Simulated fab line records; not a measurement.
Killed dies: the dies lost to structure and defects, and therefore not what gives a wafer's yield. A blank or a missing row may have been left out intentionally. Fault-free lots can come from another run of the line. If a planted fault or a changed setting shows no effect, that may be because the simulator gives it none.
Struck lot and sound lot, side by side	flow n5 finfet	16 steps out of a route of 1938
Sound: wafers L907.1, L907.3, L907.6. Struck: wafer L916.2 (left out: L916.3, L916.4 of the same lot, which were not struck); the cause appears at the end.
For every step that has rows: the tool of each side, followed by ch and its chambers, followed by its first start. Under that, the readings that differ: sound wafers	struck wafers	difference of the means	sigmas: that difference in standard deviations of wafers without a fault.
alike: readings whose means differ by less than 2 such deviations, and words and numbers that are the same on both sides. not compared: withheld readings, readings that some wafer has no value for, bounds like >300 that may hide the same value, and numbers for which the record gives no deviation and whose values overlap.
The two part at a step that has a row with sigmas, a row that says differs or no value, or rows on one side only. Numbers that don't overlap but have no deviation are shown without sigmas and don't part them. A reading that every wafer of one side lacks parts them only if that side has two wafers or more.

N5_BEOL_M0_SAQP_DESCUM_19: chemistry O2, time 7.9 s.
  sound on rie diel-02 ch 0,1,2, day 7 16:15; struck on rie diel-04 ch 3, day 9 20:45
reading	sound	struck	difference	sigmas
rf vpp V (V)	241.4 242.7 242.2	244.9	+2.8	+2
  alike: drypump motor current A, oes product au, showerhead plenum p Torr, throttle valve pct
  not compared: rf hours counter h
N5_BEOL_M0_SAQP_ETCH_83: etches SiARC in CF4, target depth 39 nm, time 65 s.
  sound on rie diel-02 ch 0,1,2, day 7 16:17; struck on rie diel-04 ch 3, day 9 20:47
  alike: drypump motor current A, etch rf on time s, oes product au, rf vpp V, showerhead plenum p Torr, throttle valve pct
  not compared: rf hours counter h
N5_BEOL_M0_SAQP_ETCH_84: etches SOC in N2/H2, target depth 100 nm, overetch 20 nm, time 150 s.
  sound on rie diel-02 ch 0,1,2, day 7 16:20; struck on rie diel-04 ch 3, day 9 20:50
reading	sound	struck	difference	sigmas
rf vpp V (V)	521.9 523.2 523.1	527.9	+5.2	+2
  alike: drypump motor current A, h2 flow sccm, oes product au, showerhead plenum p Torr, throttle valve pct
  not compared: rf hours counter h
then, 7 steps without rows for these wafers: N5_BEOL_M0_SAQP_STRIP_80 (strips in N2/H2); N5_BEOL_M0_SAQP_HM_OPEN_112 (chemistry CHF3/O2, target SiO2, stops on a-Si, target depth 12 nm, time 13.5 s); N5_BEOL_M0_SAQP_STRIP_113 (strips in CHF3/O2); N5_BEOL_M0_SAQP_MANDREL_ETCH_20 (etches a-Si in HBr/Cl2, stops on SiNx, target depth 60 nm, bt time 10 s, time 30 s); N5_BEOL_M0_SAQP_STRIP_86 (strips in N2/H2); N5_BEOL_M0_SAQP_STRIP_115 (strips in post etch residue remover, time 60 s); N5_BEOL_M0_SAQP_SRD_93 (time 30 s).
N5_BEOL_M0_SAQP_RECESS_114: chemistry HF/NH3, target SiO2, target depth 14.4 nm, afs cycles 3, sublimation time 60 s.
  sound on vapor etch-02 ch 0, day 7 16:45; struck on vapor etch-02 ch 0, day 9 21:16
  alike: drypump motor current A
then, 1 step without rows for these wafers: N5_BEOL_M0_SAQP_SPACER1_ALD_98 (deposits SiO2, target thk 12.8 nm, pulse time 1 s, purge time 2 s).
N5_BEOL_M0_SAQP_SPACER1_ETCHBACK_99: etches SiO2 in CHF3/O2, target depth 15.4 nm, time 7.7 s.
  sound on rie diel-04 ch 2,3, day 7 17:37; struck on rie diel-02 ch 3, day 9 22:14
reading	sound	struck	difference	sigmas
oes product au (a.u.)	0.71 0.68 0.70	1.01	+0.31	+4
showerhead plenum p Torr (Torr)	2.51 2.49 2.51	2.34	-0.16	-2
  alike: drypump motor current A, rf vpp V, throttle valve pct
  not compared: rf hours counter h
N5_BEOL_M0_SAQP_MANDREL1_REMOVE_100: chemistry HBr/Cl2/O2, target a-Si, stops on SiNx, bt time 10 s.
  sound on rie si-01 ch 0,2,3, day 7 17:42; struck on rie si-04 ch 0, day 9 22:19
reading	sound	struck	difference	sigmas
throttle valve pct (%)	36.8 36.9 36.7	37.6	+0.8	+2
  alike: HBr_flow_sccm, drypump motor current A, he backside leak sccm, mfc cl2 sccm, oes product au
  not compared: rf hours counter h
-- the record jumps here: 3 days lie between the struck wafers' starts before and after (it left off in module BEOL_M0_SAQP and takes up again in module BEOL_M4, whose first step shown is number 1111 of the route) --
N5_BEOL_M4_RC_MEAS_101:
  sound on prober-01 ch 0, day 10 10:50; struck on prober-01 ch 0, day 12 14:59
  alike: DIBL_N, DIBL_P, IOFF_N, IOFF_P, ION_N, ION_P, SS_N, SS_P, VT_N, VT_P
-- the record jumps here: 4 days lie between the struck wafers' starts before and after (it left off in module BEOL_M4 and takes up again in module PASSIVATION, whose first step shown is number 1936 of the route) --
N5_PASSIVATION_PROBE_49:
  record: rows for the struck wafers here (prober-01, day 16 19:58), none for the sound ones

WHERE THEY PART
At N5_BEOL_M0_SAQP_DESCUM_19 first; at N5_PASSIVATION_PROBE_49 last (within this record only).

WHY: the cause the simulator had injected
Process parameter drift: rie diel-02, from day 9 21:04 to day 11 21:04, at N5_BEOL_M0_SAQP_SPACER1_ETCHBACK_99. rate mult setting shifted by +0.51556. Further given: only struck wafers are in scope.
